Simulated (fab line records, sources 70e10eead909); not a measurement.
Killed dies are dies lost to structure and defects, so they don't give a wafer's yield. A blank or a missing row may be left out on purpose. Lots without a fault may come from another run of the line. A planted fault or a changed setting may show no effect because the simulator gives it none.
Chamber matching | flow nand_harc | NHARC_A_M0_CMP_23 on cmp-03: 4 sister chambers
The step polishes, t overpolish 20 s, target thk 113.75 nm. 16 wafers are shown with their chamber, then 8 later ones without.

WAFERS WITH THEIR CHAMBER
wafer  | chamber | motor_current_A (A) | time_to_endpoint_s (s)
L074.3 | 2       | 11.7                | 27.3
L074.4 | 0       | 13.0                | 26.4
L074.6 | 1       | 13.4                | 27.4
L079.1 | 2       | 12.6                | 30.9
L079.3 | 1       | 13.0                | 30.8
L079.5 | 3       | 11.3                | 30.6
L083.1 | 0       | 13.2                | 27.7
L083.4 | 1       | 12.9                | 29.8
L083.6 | 3       | 11.1                | 30.0
L086.3 | 0       | 12.5                | 26.3
L086.4 | 3       | 11.8                | 28.4
L086.6 | 1       | 13.2                | 28.4
L091.2 | 3       | 11.4                | 28.3
L091.3 | 2       | 12.5                | 29.4
L091.5 | 0       | 13.3                | 26.0
L090.1 | 0       | 12.8                | 31.9

SIGNATURES (means of the wafers above)
reading            | chamber 0 | chamber 1 | chamber 2 | chamber 3 | scatter within a chamber
motor_current_A    | 12.960    | 13.125    | 12.267    | 11.400    | 0.33
time_to_endpoint_s | 27.660    | 29.100    | 29.200    | 29.325    | 1.86
Rule: a wafer's distance from a chamber is the root of the sum, over the readings, of the square of ((its reading less the chamber's mean) divided by the reading's scatter). The wafer belongs to the nearest chamber; if the next one is less than 2 further off, it can't be placed. The scatter: the root of (the sum of the squares of (reading less its chamber's mean) over the shown wafers, divided by (wafers less chambers)).

WAFERS WITHOUT THEIR CHAMBER
wafer  | motor_current_A (A) | time_to_endpoint_s (s)
L090.2 | 11.6                | 31.5
L090.6 | 12.1                | 31.0
L094.1 | 12.3                | 31.3
L094.3 | 13.7                | 28.2
L094.4 | 12.5                | 29.7
L092.4 | 11.7                | 31.0
L092.5 | 12.0                | 29.7
L092.6 | 11.7                | 31.1

WHICH CHAMBER EACH WENT THROUGH
wafer  | from the rows above               | in truth
L090.2 | can't be placed: 3 or 2           | 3
L090.6 | can't be placed: 2 or 3           | 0
L094.1 | can't be placed: 2 or 1 or 0 or 3 | 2
L094.3 | can't be placed: 1 or 0           | 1
L094.4 | can't be placed: 2 or 0 or 1      | 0
L092.4 | can't be placed: 3 or 2           | 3
L092.5 | can't be placed: 2 or 3           | 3
L092.6 | can't be placed: 3 or 2           | 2
Placed correctly: 0 of 8. Can't be placed from these rows: 8 (the true chamber is among the candidates in 7). Placed wrongly: 0.
